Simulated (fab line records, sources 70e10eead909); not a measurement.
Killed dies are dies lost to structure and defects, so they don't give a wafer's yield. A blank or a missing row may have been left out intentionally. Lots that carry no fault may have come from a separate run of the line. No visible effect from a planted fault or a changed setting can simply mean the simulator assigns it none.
The same fault as seen by 3 desks | flow nand-harc | what lay behind the numbers comes last; until then each desk has only its own

THE DEFECT DESK
Per lot, the means of the sampled wafers with a number show what the inspections along the route counted. A lot is out of limits, marked OUT, if its mean lies more than 4 standard deviations from the usual mean; the brackets give that distance.
Columns: A = raw-defect-count at NHARC_P_ZERO_WELL_INSPECT_43, usual 15; B = raw-defect-count at NHARC_P_STI_INSPECT_11, usual 5
lot  | first seen here | A  | B
L425 | day 1 19:23     | 19 | 4
L426 | day 2 01:59     | 12 | 3
L428 | day 2 13:29     | 17 | 6
L429 | day 2 19:14     | 10 | 5
L430 | day 3 01:35     | 16 | 7
L431 | day 3 07:23     | 19 | 5
L435 | day 4 07:26     | 7  | 4
L437 | day 4 19:23     | 7  | 2
L441 | day 5 19:34     | 20 | 9
L445 | day 6 20:16     | 9  | 5
L446 | day 7 01:34     | 16 | 4
L447 | day 7 07:26     | 14 | 7
This desk's finding: nothing out of limits on any of the 12 lots.

FROM THE METROLOGY DESK
What the gauges read, lot by lot, whatever tool the lot ran on: means of the sampled wafers that have a number. A lot is out of limits, marked OUT, if its mean lies more than 4 standard deviations from the usual mean; the brackets give that distance.
Columns: A = trench-depth-nm at NHARC_P_STI_OCD_MEAS_17, usual 298 nm; B = trench-foot-cd-nm at NHARC_P_STI_OCD_MEAS_17, usual 158 nm
lot  | first seen here | A             | B
L425 | day 2 15:07     | 297           | 154
L426 | day 2 15:17     | 304           | 158
L428 | day 3 06:12     | 297           | 160
L429 | day 3 11:27     | 298           | 161
L430 | day 3 17:49     | 300           | 156
L431 | day 3 23:29     | 296           | 157
L435 | day 5 01:13     | 300           | 157
L437 | day 5 13:07     | 294           | 156
L441 | day 6 10:40     | 408 (+18) OUT | 142 (-4.8) OUT
L446 | day 7 14:38     | 298           | 160
L445 | day 7 14:41     | 288           | 157
L447 | day 8 00:40     | 296           | 162
This desk's finding: out of limits on L441; first on L441, day 6 10:40 (trench-depth-nm at NHARC_P_STI_OCD_MEAS_17). L425, L426, L428, L429, L430, L431, L435, L437, L446, L445, L447 stayed within limits.

TOOL OWNER'S DESK, rie-si-03
The tool's own readings at NHARC_P_STI_ETCH_15 (etches the open film in HBr/Cl2, target depth 300 nm, time 100.1 s): means of the sampled wafers that have a number, for each lot that ran on this tool. A lot is out of limits, marked OUT, if its mean lies more than 4 standard deviations from the usual mean; the brackets give that distance.
Columns: A = drypump-motor-current-A at NHARC_P_STI_ETCH_15, usual 5.9 A; B = oes-product-au at NHARC_P_STI_ETCH_15, usual 0.994 a.u.; C = throttle-valve-pct at NHARC_P_STI_ETCH_15, usual 26.405 %
lot  | first seen here | A   | B               | C
L426 | day 2 15:02     | 5.6 | 1.007           | 26.403
L429 | day 3 11:12     | 5.9 | 0.994           | 26.413
L430 | day 3 17:34     | 5.5 | 0.997           | 26.408
L437 | day 5 12:52     | 6.1 | 0.985           | 26.403
L441 | day 6 10:27     | 5.4 | 1.220 (+17) OUT | 26.408
This desk's finding: out of limits on L441; first on L441, day 6 10:27 (oes-product-au at NHARC_P_STI_ETCH_15). L426, L429, L430, L437 stayed within limits.

BROUGHT TOGETHER
At day 6 10:27, on L441, the tool owner's desk was in a position to raise an alarm.
On L441, the metrology desk was in a position to raise an alarm at day 6 10:40.
Nothing the defect desk looked at was out of limits.
The defect desk has L441 on record, within its limits.
The lots listed all ran NHARC_P_STI_ETCH_15 on rie-si-03.

WHAT WAS PUT IN BY THE SIMULATOR
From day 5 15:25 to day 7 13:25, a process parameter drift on rie-si-03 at NHARC_P_STI_ETCH_15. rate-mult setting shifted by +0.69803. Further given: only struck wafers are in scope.
Lots struck among those shown: L441.
Fault start to first reading out of limits, in hours, per desk: tool owner, 19; metrology, 19.
